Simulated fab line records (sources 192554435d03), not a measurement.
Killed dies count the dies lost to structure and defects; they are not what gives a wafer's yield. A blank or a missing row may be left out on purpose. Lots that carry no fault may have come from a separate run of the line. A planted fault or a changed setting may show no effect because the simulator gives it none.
Lot-split experiment    flow n5 finfet    21 wafers read from 7 lots, route of 1938 steps

== ON THE SPLIT ==
At N5_BEOL_M11_ETCH_41 (etches SiCN in CH3F/O2, target depth 42.6 nm, time 86 s), the setting time s was moved away from the recipe's 86 s on 6 of the 21 wafers read, by -15.8% to +22.1%. The other wafers ran this setting at the recipe's value.

The reading comes from the split's own step.

== THE READING ==
etch.depth nm (the simulator's own value, which no gauge read), in nm, at N5_BEOL_M11_ETCH_41 (etches SiCN in CH3F/O2, target depth 42.6 nm, time 86 s). The file gives no usual value for it. The 15 wafers here that ran the recipe average 32.44 nm, standard deviation 0.56 nm.

wafer   tool, chamber at the split  time s as run, s  against the recipe  etch.depth nm, nm  against lot-mates on the recipe
L076.1  rie diel-06, 1              72.41             -15.8%              28.05              -4.46
L076.5  rie diel-06, 1              72.41             -15.8%              28.07              -4.44
L076.6  rie diel-06, 2              86                recipe              32.51              -
L078.2  rie diel-06, 0              86                recipe              32.48              -
L078.3  rie diel-06, 3              95.7              +11.3%              36.53              +4.05
L078.5  rie diel-06, 1              95.7              +11.3%              36.74              +4.26
L088.1  rie diel-01, 3              86                recipe              32.96              -
L088.3  rie diel-01, 1              86                recipe              32.91              -
L088.6  rie diel-01, 0              86                recipe              31.27              -
L087.1  rie diel-03, 3              86                recipe              33.35              -
L087.5  rie diel-03, 1              86                recipe              31.56              -
L087.6  rie diel-03, 0              86                recipe              32.59              -
L089.4  rie diel-06, 1              86                recipe              33.05              -
L089.5  rie diel-06, 3              86                recipe              32.21              -
L089.6  rie diel-06, 0              86                recipe              32.57              -
L091.1  rie diel-06, 1              105               +22.1%              39.6               +7.29
L091.4  rie diel-06, 2              86                recipe              32.31              -
L091.6  rie diel-06, 1              105               +22.1%              39.7               +7.39
L094.2  rie diel-03, 2              86                recipe              31.61              -
L094.5  rie diel-03, 0              86                recipe              32.38              -
L094.6  rie diel-03, 3              86                recipe              32.8               -

FIT RESULTS
A straight line over all 21 wafers: etch.depth nm changes by +0.316 nm for each +1% of time s; r = +0.98; the points scatter about the line by 0.56 nm.
The same after taking each lot's own level away (the mean of its wafers on the recipe; 21 wafers): +0.32 nm for each +1%; r = +0.98; scatter 0.55 nm.
That fit puts the effect of the largest move of time s on the reading at 7.1 nm.
From 32.263 to 32.610 nm: that is the span of the lots' own levels, equal to 0.6 times the standard deviation above.
Hence the lot-to-lot level has little effect on the slope; both slopes agree.
Check: for one of the wafers moved furthest among these (+22.1%), held out of the fit, the line's prediction against its lot-mates is +7.17 nm. It came out at +7.29 nm against them.

== OTHER SPLITS ON THESE WAFERS ==
Other splits were also applied to these wafers ahead of the reading. Each is held against what the fit with the lots' levels taken away leaves over:
other split on the same wafers     wafers away from the commonest value  r with etch.depth nm (lot level and that fit taken away)
N5_BEOL_M9_TRENCH_ETCH_37 bias w   3                                     +0.28
N5_BEOL_M10_VIA_ETCH_34 time s     7                                     +0.19
N5_BEOL_M10_TRENCH_ETCH_37 time s  4                                     +0.07

== FILE'S OWN FIT ==
etch.depth nm changes by +0.323 nm for each +1% of time s, r = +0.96.
